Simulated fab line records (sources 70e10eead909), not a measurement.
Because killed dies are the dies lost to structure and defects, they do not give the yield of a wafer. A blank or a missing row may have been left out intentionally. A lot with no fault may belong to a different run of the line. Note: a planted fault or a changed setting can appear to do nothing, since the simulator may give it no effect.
Struck lot and sound lot, side by side -- flow nand-harc -- 20 out of 1302 route steps
Sound: these wafers, L730.1, L730.2, L730.3. Struck: wafers L745.5, L745.6 (left out: L745.1, a lot-mate that was not struck); the cause follows at the end.
For every step that has rows: the tool of each side, followed by ch and its chambers, followed by its first start. Under that, the readings that differ: sound wafers -- struck wafers -- difference of the means -- sigmas: that difference in standard deviations of wafers without a fault.
alike: readings whose means differ by less than 2 such deviations, and words and numbers that are the same on both sides. not compared: withheld readings, readings that some wafer has no value for, bounds like >300 that may hide the same value, and numbers for which the record gives no deviation and whose values overlap.
A row with sigmas, a row that says differs or no value, or rows on one side alone: a step with any of these is where the two part. Non-overlapping numbers with no deviation appear without sigmas and do not part them. A reading that every wafer of one side lacks parts them only if that side has two wafers or more.

first, 1 step without rows for these wafers: NHARC_A_BLC_SRD_27.
NHARC_A_BLC_INSPECT_28:
  sound: defect-inspect-01 at day 23 23:32; struck: defect-inspect-01 at day 29 02:05
  alike: raw-defect-count
then, 9 steps without rows for these wafers: NHARC_A_M0_DEP_00 (deposits SiOC, target thk 150 nm); NHARC_A_M0_DEHYDRATE_01 (time 120 s); NHARC_A_M0_HMDS_02 (time 30 s); NHARC_A_M0_COAT_33 (time 65 s); NHARC_A_M0_COAT_03 (resist thk 90 nm); NHARC_A_M0_SOFTBAKE_04 (time 55 s); NHARC_A_M0_EBR_05; NHARC_A_M0_EXPOSE_06 (exposes mask A M0, target cd 80 nm); NHARC_A_M0_PEB_07 (peb time 65 s).
NHARC_A_M0_DEVELOP_08: develop time 35 s.
  sound on litho-track-04 ch 0, day 24 00:00; struck on litho-track-01 ch 0, day 29 03:00
NHARC_A_M0_CD_MEAS_09 targets a cd of 80 nm.
  sound on cd-sem-02 ch 0, day 24 00:26; struck on cd-sem-01 ch 0, day 29 03:07
reading,sound,struck,difference,sigmas
cd-nm (nm),80.8 80.9 80.4,73.5 73.2,-7.4,-14
NHARC_A_M0_OVL_MEAS_10: pitch 160 nm.
  sound: overlay-01 at day 24 00:31; struck: overlay-01 at day 29 03:13
  alike: overlay-x-nm, overlay-y-nm
NHARC_A_M0_INSPECT_11:
  sound: defect-inspect-02 at day 24 00:33; struck: defect-inspect-01 at day 29 03:14
reading,sound,struck,difference,sigmas
raw-defect-count,17 16 18,105 100,+86,+3
NHARC_A_M0_DESCUM_14: chemistry O2, time 3 s.
  sound on rie-diel-10 ch 0,1,2, day 24 00:37; struck on rie-diel-07 ch 0,3, day 29 03:20
reading,sound,struck,difference,sigmas
rf-hours-counter-h (h),5.9 5.9 5.4,- -,no value on the struck wafers,
model.A_M0.cd-nm (nm),80.26 80.47 80.23,73.5 73.54,-6.8,
  alike: drypump-motor-current-A, oes-product-au, rf-vpp-V, showerhead-plenum-p-Torr, throttle-valve-pct
NHARC_A_M0_ETCH_34: etches the open film in N2/H2, target depth 40 nm, overetch 12 nm, time 43.94 s.
  sound on rie-diel-10 ch 1,2,3, day 24 00:42; struck on rie-diel-07 ch 0,1, day 29 03:24
reading,sound,struck,difference,sigmas
rf-hours-counter-h (h),5.9 6.0 5.9,- -,no value on the struck wafers,
  alike: drypump-motor-current-A, h2-flow-sccm, oes-product-au, rf-vpp-V, showerhead-plenum-p-Torr, throttle-valve-pct
NHARC_A_M0_ETCH_15: etches the open film in C4F8/Ar, target depth 150 nm, overetch 15 nm, time 82.5 s.
  sound on rie-diel-10 ch 1,2,3; struck on rie-diel-07 ch 0,3
reading,sound,struck,difference,sigmas
rf-hours-counter-h (h),6.0 6.0 5.9,- -,no value on the struck wafers,
rf-vpp-V (V),441.4 435.9 438.0,444.8 444.7,+6.3,+2
model.A_M0.cd-nm (nm),80.12 80.47 80.02,73.41 73.36,-6.82,
  alike: oes-product-au
NHARC_A_M0_CD_MEAS_16:
  sound: cd-sem-01 at day 24 00:55; struck: cd-sem-01 at day 29 03:36
reading,sound,struck,difference,sigmas
cd-nm (nm),79.9 80.6 80.1,73.5 73.3,-6.8,-10
NHARC_END_SORT_01:
  sound on prober-02 ch 0, day 25 18:05; struck on prober-02 ch 0, day 31 00:11
reading,sound,struck,difference,sigmas
defect-limited-yield (%),96.0 96.2 96.3,89.2 87.4,-7.9,-3
killed-at-array,24 23 22,70 81,+52,+3
killed-dies,27 26 25,73 85,+53,+3
  alike: killed-at-other, killed-at-periphery, killed-open, killed-short

== WHERE THEY PART ==
First at NHARC_A_M0_CD_MEAS_09; last, within this record, at NHARC_END_SORT_01.

WHY: what the simulator had put in
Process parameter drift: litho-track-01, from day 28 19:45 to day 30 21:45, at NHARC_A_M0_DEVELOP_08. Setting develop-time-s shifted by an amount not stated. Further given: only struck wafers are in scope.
